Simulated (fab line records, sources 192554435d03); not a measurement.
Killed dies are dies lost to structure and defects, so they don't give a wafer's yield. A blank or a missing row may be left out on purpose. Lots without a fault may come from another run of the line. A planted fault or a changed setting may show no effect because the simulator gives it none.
Which tool did it? | flow n5_finfet | 12 lots, 36 wafers sampled, at 2 steps of a route of 1938

WHAT THE GAUGES READ, wafer by wafer
N5_DUMMY_GATE_THK_MEAS_05.
lot  | measured    | on            | thk_nm (nm)
L075 | day 3 00:29 | film_metro-01 | 72.9 71.3 72.1
L077 | day 3 11:10 | film_metro-02 | 71.9 72.5 72.6
L079 | day 4 02:59 | film_metro-01 | 73.2 72.3 69.6
L081 | day 4 15:20 | film_metro-02 | 73.8 73.2 72.2
L083 | day 5 02:01 | film_metro-01 | 74.3 73.8 75.3
L085 | day 5 14:29 | film_metro-01 | 72.5 73.0 73.1
L087 | day 5 23:40 | film_metro-02 | 70.9 70.3 70.5
L089 | day 6 12:07 | film_metro-02 | 74.4 72.6 75.5
L091 | day 6 23:31 | film_metro-01 | 72.2 70.9 72.2
L093 | day 7 15:20 | film_metro-02 | 72.3 73.3 73.3
L095 | day 8 02:55 | film_metro-01 | 72.4 73.8 73.0
L097 | day 8 16:43 | film_metro-01 | 70.2 73.4 69.7

WHICH TOOL RAN EACH LOT (tool, then ch and the chambers of the sampled wafers, then the start)
lot  | N5_FIN_CUT_STRIP_22
L075 | rie_diel-04 ch 1,3, day 2 09:55
L077 | rie_diel-04 ch 0,1, day 2 21:58
L079 | rie_diel-04 ch 0,3, day 3 09:29
L081 | rie_diel-02 ch 1,2, day 4 01:53
L083 | rie_diel-04 ch 0,1,3, day 4 11:15
L085 | rie_diel-03 ch 0,1,3, day 5 00:19
L087 | rie_diel-03 ch 0,1, day 5 09:35
L089 | rie_diel-04 ch 0,1,2, day 5 23:00
L091 | rie_diel-04 ch 2,3, day 6 10:25
L093 | rie_diel-02 ch 0,1,3, day 6 22:26
L095 | rie_diel-04 ch 1,3, day 7 09:52
L097 | rie_diel-03 ch 0,1, day 7 21:24
- N5_FIN_CUT_STRIP_22: strips in N2/H2.

THE ANSWER, worked out from the rows above alone
Rule: what is usual is taken from the lots themselves. Put in order of their means at a reading, lots are off if they are a third of the lots or fewer, leave a main group of 4 or more, and stand apart from it by a gap of 3 or more times the standard deviation of the main group's means; of several such gaps the widest counts. A main group whose means are all the same, to the digits that the tables above print for the reading, isn't used. A lot without any number at a reading at which 4 lots or more have one is off too. The other lots that the step has rows for count as sound.
No lot is off at any reading shown: from this, nothing can be told.

WHAT THE SIMULATOR HAD PUT IN
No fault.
